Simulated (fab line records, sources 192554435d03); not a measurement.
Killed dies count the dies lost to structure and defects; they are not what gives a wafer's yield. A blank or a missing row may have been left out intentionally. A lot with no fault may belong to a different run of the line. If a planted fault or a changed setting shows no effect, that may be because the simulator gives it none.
Chamber matching | flow n5-finfet | 4 sister chambers for N5_BEOL_M7_DESCUM_16 on rie-diel-02
The step chemistry O2, time 7.9 s. 14 wafers are shown with their chamber, then 7 later ones without.

== EACH WAFER AND ITS CHAMBER ==
wafer  | chamber | oes-product-au (a.u.) | showerhead-plenum-p-Torr (Torr) | throttle-valve-pct (%)
L076.1 | 0       | 0.70                  | 2.06                            | 20.48
L076.3 | 1       | 0.96                  | 2.05                            | 20.27
L076.5 | 1       | 0.95                  | 2.05                            | 20.26
L083.3 | 1       | 0.93                  | 2.04                            | 20.28
L083.4 | 3       | 0.69                  | 2.16                            | 20.46
L083.5 | 3       | 0.68                  | 2.16                            | 20.45
L084.4 | 0       | 0.70                  | 2.06                            | 20.53
L084.5 | 1       | 0.93                  | 2.04                            | 20.28
L084.6 | 0       | 0.69                  | 2.06                            | 20.51
L086.1 | 3       | 0.69                  | 2.15                            | 20.48
L086.2 | 0       | 0.69                  | 2.06                            | 20.51
L086.6 | 3       | 0.69                  | 2.16                            | 20.47
L089.1 | 0       | 0.70                  | 2.06                            | 20.53
L089.3 | 2       | 0.89                  | 2.05                            | 20.48

SIGNATURES (means of the wafers above)
reading                  | chamber 0 | chamber 1 | chamber 2 | chamber 3 | scatter within a chamber
oes-product-au           | 0.6960    | 0.9425    | 0.8900    | 0.6875    | 0.00933
showerhead-plenum-p-Torr | 2.0600    | 2.0450    | 2.0500    | 2.1575    | 0.00418
throttle-valve-pct       | 20.5120   | 20.2725   | 20.4800   | 20.4650   | 0.0157
Rule: a wafer lies at a distance from a chamber equal to the root of the sum of squares, over the readings, of (its reading less the chamber's mean, divided by the reading's scatter). The wafer belongs to the nearest chamber; if the next one is less than 2 further off, it can't be placed. The scatter: take each reading less its chamber's mean, square it, sum over the shown wafers, divide by the number of wafers less the number of chambers, and take the root.

== WAFERS WITH NO CHAMBER GIVEN ==
wafer  | oes-product-au (a.u.) | showerhead-plenum-p-Torr (Torr) | throttle-valve-pct (%)
L089.6 | 0.70                  | 2.06                            | 20.52
L091.1 | 0.66                  | 2.15                            | 20.50
L091.2 | 0.88                  | 2.05                            | 20.48
L091.6 | 0.90                  | 2.04                            | 20.32
L095.1 | 0.67                  | 2.15                            | 20.51
L095.4 | 0.87                  | 2.05                            | 20.49
L095.5 | 0.88                  | 2.04                            | 20.31

== THE CHAMBER EACH PASSED THROUGH ==
wafer  | from the rows above | in truth
L089.6 | 0                   | 0
L091.1 | 3                   | 3
L091.2 | 2                   | 2
L091.6 | 1                   | 1
L095.1 | 3                   | 3
L095.4 | 2                   | 2
L095.5 | 1                   | 1
Correctly placed: 7 of 7. Number that these rows cannot place: 0. Number placed wrongly: 0.
